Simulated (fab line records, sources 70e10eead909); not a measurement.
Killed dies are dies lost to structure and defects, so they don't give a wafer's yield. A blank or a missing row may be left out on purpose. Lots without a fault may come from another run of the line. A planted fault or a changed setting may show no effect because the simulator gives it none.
A struck lot beside a sound one | flow nand_harc | 14 steps out of a route of 1302
Sound: wafers L586.1, L586.5, L586.6. Struck: wafers L590.1, L590.3, L590.5. The cause comes at the end.
At each step with rows: each side's tool, then ch and its chambers, then its first start. Under that, the readings that differ: sound wafers | struck wafers | difference of the means | sigmas: that difference in standard deviations of wafers without a fault.
alike: readings whose means differ by less than 2 such deviations, and words and numbers that are the same on both sides. not compared: withheld readings, readings that some wafer has no value for, bounds like >300 that may hide the same value, and numbers for which the record gives no deviation and whose values overlap.
The two part at a step that has a row with sigmas, a row that says differs or no value, or rows on one side only. Numbers that don't overlap but have no deviation are shown without sigmas and don't part them. A reading that every wafer of one side lacks parts them only if that side has two wafers or more.

NHARC_A_STAIRCASE_TRIM_202: chemistry O2, time 211.2 s.
  sound on rie_diel-13 ch 1,2; struck on rie_diel-01 ch 1,2
  alike: drypump_motor_current_A, mfc_ar_sccm, oes_product_au, rf_vpp_V, showerhead_plenum_p_Torr, throttle_valve_pct
  not compared: rf_hours_counter_h
NHARC_A_STAIRCASE_ETCH_203: etches the open film in C4F8/O2, target depth 100 nm, time 40.5 s.
  sound on rie_diel-13 ch 0,1,3; struck on rie_diel-01 ch 1,2,3
  alike: bias_w, oes_product_au, rf_vpp_V
  not compared: rf_hours_counter_h
NHARC_A_STAIRCASE_STRIP_205: strips in O2.
  sound on plasma_asher-01 ch 0,1, day 17 00:07; struck on plasma_asher-02 ch 0,1, day 18 11:56
  reading                     | sound       | struck      | difference | sigmas
  drypump_motor_current_A (A) | 5.4 5.3 5.8 | 5.9 6.3 6.3 | +0.7       | +2
  heater_power_w (W)          | 300 296 331 | 352 410 414 | +83        | +2
  not compared: rf_hours_counter_h
then, 8 steps without rows for these wafers: NHARC_A_STAIRCASE_STRIP_206 (strips in SPM, time 900 s); NHARC_A_STAIRCASE_PRECLEAN_207 (cleans in SC1); NHARC_A_STAIRCASE_SRD_208; NHARC_A_STAIRCASE_DEHYDRATE_209 (time 120 s); NHARC_A_STAIRCASE_HMDS_210 (time 30 s); NHARC_A_STAIRCASE_COAT_211; NHARC_A_STAIRCASE_SOFTBAKE_212 (time 170 s); NHARC_A_STAIRCASE_EBR_213.
NHARC_A_STAIRCASE_EXPOSE_214: exposes mask STAIR 3.
  sound on krf_scanner-01 ch 0, day 17 01:12; struck on krf_scanner-01 ch 0, day 18 13:04
  reading              | sound             | struck            | difference | sigmas
  exposure_dose_mJ_cm2 | 31.28 31.28 31.28 | 28.57 28.55 28.60 | -2.71      | -87
  alike: mask
then, 1 step without rows for these wafers: NHARC_A_STAIRCASE_PEB_215 (peb time 130 s).
-- the record jumps here: 9 days lie between the struck wafers' starts before and after (it left off in module A_STAIRCASE and takes up again in module END, whose first step shown is number 1302 of the route) --
NHARC_END_SORT_01:
  sound on prober-02 ch 0, day 26 03:28; struck on prober-02 ch 0, day 27 09:20
  alike: killed_at_array, killed_at_other, killed_at_periphery, killed_dies, killed_open, killed_short

WHERE THEY PART
First at NHARC_A_STAIRCASE_STRIP_205; last, within this record, at NHARC_A_STAIRCASE_EXPOSE_214. Later steps at which nothing parts them and some readings are alike: NHARC_END_SORT_01.

WHY: what the simulator had put in
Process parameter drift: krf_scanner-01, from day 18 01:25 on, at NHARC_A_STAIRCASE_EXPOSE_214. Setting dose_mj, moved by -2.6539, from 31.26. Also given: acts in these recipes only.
